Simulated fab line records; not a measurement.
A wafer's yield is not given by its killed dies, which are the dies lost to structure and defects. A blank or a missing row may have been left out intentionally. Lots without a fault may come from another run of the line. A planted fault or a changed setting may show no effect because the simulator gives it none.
Which tool did it? :: flow nand_harc :: 14 lots with 42 wafers sampled at 5 steps, on a route of 1302 steps

## WHAT EACH GAUGE READ, for each wafer
NHARC_END_SORT_01. Usual: killed_at_array 55, standard deviation 17; killed_at_other 1.1, standard deviation 1.4; killed_at_periphery 3.9, standard deviation 3; killed_dies 59, standard deviation 17; killed_open 3.5, standard deviation 2; killed_short 2.6, standard deviation 1.6.
lot: L246
measured: day 30 08:51
on: prober-01
killed_at_array: 135 133 141
killed_at_other: 0 0 1
killed_at_periphery: 2 2 1
killed_dies: 137 135 143
killed_open: 9 3 3
killed_short: 3 3 2
flag: OFF

lot: L247
measured: day 30 17:21
on: prober-01
killed_at_array: 146 149 149
killed_at_other: 1 1 1
killed_at_periphery: 2 2 3
killed_dies: 149 152 153
killed_open: 1 4 5
killed_short: 3 3 3
flag: OFF

## TOOL THAT RAN EACH LOT (tool first, then ch and the chambers of the sampled wafers, then the start)
lot: L233
NHARC_A_CONTACT_ETCH_138: har_cap_etch-03 ch 0,1, day 22 20:26
NHARC_THIN_TSV_DEP_43: pecvd-01 ch 0,2, day 24 05:17
NHARC_THIN_TSV_ETCH_15: rie_si-02 ch 0,1,2, day 24 06:57
NHARC_THIN_TSV_PRE_CLEAN_50: pvd_sputter-02, no start

lot: L234
NHARC_A_CONTACT_ETCH_138: har_cap_etch-02 ch 0,1, day 23 02:08
NHARC_THIN_TSV_DEP_43: pecvd-04 ch 0,1,2, day 24 09:07
NHARC_THIN_TSV_ETCH_15: rie_si-02 ch 0,3, day 24 10:38
NHARC_THIN_TSV_PRE_CLEAN_50: pvd_sputter-02, no start

lot: L235
NHARC_A_CONTACT_ETCH_138: har_cap_etch-02 ch 0,1, day 23 18:20
NHARC_THIN_TSV_DEP_43: pecvd-02 ch 1,2, day 24 23:29
NHARC_THIN_TSV_ETCH_15: rie_si-06 ch 0,1,3, day 25 01:10
NHARC_THIN_TSV_PRE_CLEAN_50: pvd_sputter-02, no start

lot: L238
NHARC_A_CONTACT_ETCH_138: har_cap_etch-03 ch 0,1, day 24 12:25
NHARC_THIN_TSV_DEP_43: pecvd-01 ch 0,1,2, day 25 19:25
NHARC_THIN_TSV_ETCH_15: rie_si-04 ch 0,1, day 25 21:04
NHARC_THIN_TSV_PRE_CLEAN_50: pvd_sputter-03, no start

lot: L239
NHARC_A_CONTACT_ETCH_138: har_cap_etch-01 ch 0,1, day 25 12:46
NHARC_THIN_TSV_DEP_43: pecvd-02 ch 0,1,2, day 26 20:26
NHARC_THIN_TSV_ETCH_15: rie_si-06 ch 0,1,2, day 26 22:05
NHARC_THIN_TSV_PRE_CLEAN_50: pvd_sputter-01, no start

lot: L240
NHARC_A_CONTACT_ETCH_138: har_cap_etch-02 ch 0,1, day 25 13:07
NHARC_THIN_TSV_DEP_43: pecvd-04 ch 1,2, day 26 19:14
NHARC_THIN_TSV_ETCH_15: rie_si-06 ch 1,2,3, day 26 20:46
NHARC_THIN_TSV_PRE_CLEAN_50: pvd_sputter-02, no start

lot: L242
NHARC_A_CONTACT_ETCH_138: har_cap_etch-02 ch 0,1, day 26 07:59
NHARC_THIN_TSV_DEP_43: pecvd-01 ch 0,1, day 27 15:35
NHARC_THIN_TSV_ETCH_15: rie_si-02 ch 1,2,3, day 27 17:10
NHARC_THIN_TSV_PRE_CLEAN_50: pvd_sputter-01, no start

lot: L244
NHARC_A_CONTACT_ETCH_138: har_cap_etch-01 ch 1, day 26 19:37
NHARC_THIN_TSV_DEP_43: pecvd-02 ch 0,1,2, day 28 03:39
NHARC_THIN_TSV_ETCH_15: rie_si-06 ch 0,1,3, day 28 05:26
NHARC_THIN_TSV_PRE_CLEAN_50: pvd_sputter-03, no start

lot: L243
NHARC_A_CONTACT_ETCH_138: har_cap_etch-03 ch 0,1, day 26 21:21
NHARC_THIN_TSV_DEP_43: pecvd-04 ch 0,1,2, day 28 02:40
NHARC_THIN_TSV_ETCH_15: rie_si-04 ch 0,1, day 28 04:26
NHARC_THIN_TSV_PRE_CLEAN_50: pvd_sputter-03, no start

lot: L245
NHARC_A_CONTACT_ETCH_138: har_cap_etch-03 ch 0,1, day 27 11:10
NHARC_THIN_TSV_DEP_43: pecvd-04 ch 0,1,2, day 28 18:23
NHARC_THIN_TSV_ETCH_15: rie_si-04 ch 0,2,3, day 28 20:04
NHARC_THIN_TSV_PRE_CLEAN_50: pvd_sputter-03, no start

lot: L246
NHARC_A_CONTACT_ETCH_138: har_cap_etch-03 ch 0,1, day 28 08:31
NHARC_THIN_TSV_DEP_43: pecvd-01 ch 0,1,2, day 29 15:35
NHARC_THIN_TSV_ETCH_15: rie_si-04 ch 0,2,3, day 29 17:02
NHARC_THIN_TSV_PRE_CLEAN_50: pvd_sputter-01, day 30 08:51 or earlier

lot: L248
NHARC_A_CONTACT_ETCH_138: har_cap_etch-02 ch 0,1, day 28 15:05
NHARC_THIN_TSV_DEP_43: pecvd-02 ch 0,1, day 29 23:35
NHARC_THIN_TSV_ETCH_15: rie_si-06 ch 0,2,3, day 30 01:05
NHARC_THIN_TSV_PRE_CLEAN_50: pvd_sputter-01, no start

lot: L247
NHARC_A_CONTACT_ETCH_138: har_cap_etch-03 ch 0,1, day 28 17:05
NHARC_THIN_TSV_DEP_43: pecvd-04 ch 1,2, day 29 22:21
NHARC_THIN_TSV_ETCH_15: rie_si-02 ch 1,2,3, day 30 00:01
NHARC_THIN_TSV_PRE_CLEAN_50: pvd_sputter-01, day 30 17:21 or earlier

lot: L256
NHARC_A_CONTACT_ETCH_138: har_cap_etch-03 ch 0,1, day 31 18:36
NHARC_THIN_TSV_DEP_43: pecvd-04 ch 0,2, day 33 03:51
NHARC_THIN_TSV_ETCH_15: rie_si-06 ch 1,2,3, day 33 05:31
NHARC_THIN_TSV_PRE_CLEAN_50: pvd_sputter-02, no start
- NHARC_A_CONTACT_ETCH_138: etches the open film in C4F8/O2/Ar, time 311 s, target depth 1914 nm.
- NHARC_THIN_TSV_DEP_43: deposits SiO2, target thk 1328.5 nm.
- NHARC_THIN_TSV_ETCH_15: target depth 3000 nm, bosch target overetch cycles 2, bosch etch step 2.8 s.
- NHARC_THIN_TSV_PRE_CLEAN_50: time 30 s.

## WHAT THE TOOLS THEMSELVES READ (means of the sampled wafers that have a number; where no wafer has one, the mark that the record gives instead)
NHARC_A_CONTACT_ETCH_138. Usual: 0.998 a.u. for oes_air_line_au, sd 0.02.
lot: L233
tool: har_cap_etch-03
oes_air_line_au (a.u.): 1.000
flag: 

lot: L234
tool: har_cap_etch-02
oes_air_line_au (a.u.): 1.005
flag: 

lot: L235
tool: har_cap_etch-02
oes_air_line_au (a.u.): 0.985
flag: 

lot: L238
tool: har_cap_etch-03
oes_air_line_au (a.u.): 0.990
flag: 

lot: L239
tool: har_cap_etch-01
oes_air_line_au (a.u.): 1.005
flag: 

lot: L240
tool: har_cap_etch-02
oes_air_line_au (a.u.): 0.982
flag: 

lot: L242
tool: har_cap_etch-02
oes_air_line_au (a.u.): 0.987
flag: 

lot: L244
tool: har_cap_etch-01
oes_air_line_au (a.u.): 0.990
flag: 

lot: L243
tool: har_cap_etch-03
oes_air_line_au (a.u.): 1.014
flag: 

lot: L245
tool: har_cap_etch-03
oes_air_line_au (a.u.): 0.999
flag: 

lot: L246
tool: har_cap_etch-03
oes_air_line_au (a.u.): 0.975
flag: 

lot: L248
tool: har_cap_etch-02
oes_air_line_au (a.u.): 1.005
flag: 

lot: L247
tool: har_cap_etch-03
oes_air_line_au (a.u.): 0.989
flag: 

lot: L256
tool: har_cap_etch-03
oes_air_line_au (a.u.): 1.004
flag: 

NHARC_THIN_TSV_DEP_43. Usual: 16.1 % for throttle_valve_pct, sd 0.48.
lot: L233
tool: pecvd-01
throttle_valve_pct (%): 16.2
flag: 

lot: L234
tool: pecvd-04
throttle_valve_pct (%): 16.3
flag: 

lot: L235
tool: pecvd-02
throttle_valve_pct (%): 16.6
flag: 

lot: L238
tool: pecvd-01
throttle_valve_pct (%): 16.1
flag: 

lot: L239
tool: pecvd-02
throttle_valve_pct (%): 16.1
flag: 

lot: L240
tool: pecvd-04
throttle_valve_pct (%): 16.3
flag: 

lot: L242
tool: pecvd-01
throttle_valve_pct (%): 16.6
flag: 

lot: L244
tool: pecvd-02
throttle_valve_pct (%): 16.0
flag: 

lot: L243
tool: pecvd-04
throttle_valve_pct (%): 16.0
flag: 

lot: L245
tool: pecvd-04
throttle_valve_pct (%): 16.0
flag: 

lot: L246
tool: pecvd-01
throttle_valve_pct (%): 15.6
flag: 

lot: L248
tool: pecvd-02
throttle_valve_pct (%): 16.1
flag: 

lot: L247
tool: pecvd-04
throttle_valve_pct (%): 16.0
flag: 

lot: L256
tool: pecvd-04
throttle_valve_pct (%): 16.2
flag: 

NHARC_THIN_TSV_ETCH_15. Usual: 5.8 A for drypump_motor_current_A, sd 0.49.
lot: L233
tool: rie_si-02
drypump_motor_current_A (A): 5.8
flag: 

lot: L234
tool: rie_si-02
drypump_motor_current_A (A): 5.7
flag: 

lot: L235
tool: rie_si-06
drypump_motor_current_A (A): 5.7
flag: 

lot: L238
tool: rie_si-04
drypump_motor_current_A (A): 6.4
flag: 

lot: L239
tool: rie_si-06
drypump_motor_current_A (A): 5.8
flag: 

lot: L240
tool: rie_si-06
drypump_motor_current_A (A): 5.6
flag: 

lot: L242
tool: rie_si-02
drypump_motor_current_A (A): 5.8
flag: 

lot: L244
tool: rie_si-06
drypump_motor_current_A (A): 5.7
flag: 

lot: L243
tool: rie_si-04
drypump_motor_current_A (A): 6.1
flag: 

lot: L245
tool: rie_si-04
drypump_motor_current_A (A): 6.2
flag: 

lot: L246
tool: rie_si-04
drypump_motor_current_A (A): 6.2
flag: 

lot: L248
tool: rie_si-06
drypump_motor_current_A (A): 5.3
flag: 

lot: L247
tool: rie_si-02
drypump_motor_current_A (A): 5.8
flag: 

lot: L256
tool: rie_si-06
drypump_motor_current_A (A): 5.7
flag: 

NHARC_THIN_TSV_PRE_CLEAN_50. Usual: 388 W for heater_power_w, sd 34.
lot: L233
tool: pvd_sputter-02
heater_power_w (W): 374
flag: 

lot: L234
tool: pvd_sputter-02
heater_power_w (W): 372
flag: 

lot: L235
tool: pvd_sputter-02
heater_power_w (W): 373
flag: 

lot: L238
tool: pvd_sputter-03
heater_power_w (W): 361
flag: 

lot: L239
tool: pvd_sputter-01
heater_power_w (W): 418
flag: 

lot: L240
tool: pvd_sputter-02
heater_power_w (W): 364
flag: 

lot: L242
tool: pvd_sputter-01
heater_power_w (W): 432
flag: 

lot: L244
tool: pvd_sputter-03
heater_power_w (W): 405
flag: 

lot: L243
tool: pvd_sputter-03
heater_power_w (W): 376
flag: 

lot: L245
tool: pvd_sputter-03
heater_power_w (W): 420
flag: 

lot: L246
tool: pvd_sputter-01
heater_power_w (W): 424
flag: 

lot: L248
tool: pvd_sputter-01
heater_power_w (W): 398
flag: 

lot: L247
tool: pvd_sputter-01
heater_power_w (W): 428
flag: 

lot: L256
tool: pvd_sputter-02
heater_power_w (W): 374
flag: 

## THE ANSWER, worked out from the rows above alone
Rule: a lot counts as off when the mean over its wafers that have a number is more than 3 standard deviations away from the usual mean. A lot without any number at a reading at which 4 lots or more have one is off too. Any other lot the step has rows for is counted as sound. Order of review: gauges by route order, followed by the tools' own readings, for which a lot's mean as printed above is used. The first step at which some lot is off is used, and at that step the reading that is off furthest; a lot without a number counts as furthest.
Off: L246, L247 (NHARC_END_SORT_01, killed_at_array). Neither off nor sound, because the step has no rows for them: L233, L234, L235, L238, L239, L240, L242, L244, L243, L245, L248, L256.
A tool fits if, at a process step before that reading, it ran every lot that is off, and no sound lot after the first of them. The gauges at NHARC_END_SORT_01 are tried like those tools. With no start given for some of its lots, NHARC_THIN_TSV_PRE_CLEAN_50 uses the hours and lot order of NHARC_END_SORT_01. Can't be told from this: 3 tools fit, har_cap_etch-03 at NHARC_A_CONTACT_ETCH_138, pvd_sputter-01 at NHARC_THIN_TSV_PRE_CLEAN_50, prober-01 at NHARC_END_SORT_01.

## WHAT THE SIMULATOR PUT IN
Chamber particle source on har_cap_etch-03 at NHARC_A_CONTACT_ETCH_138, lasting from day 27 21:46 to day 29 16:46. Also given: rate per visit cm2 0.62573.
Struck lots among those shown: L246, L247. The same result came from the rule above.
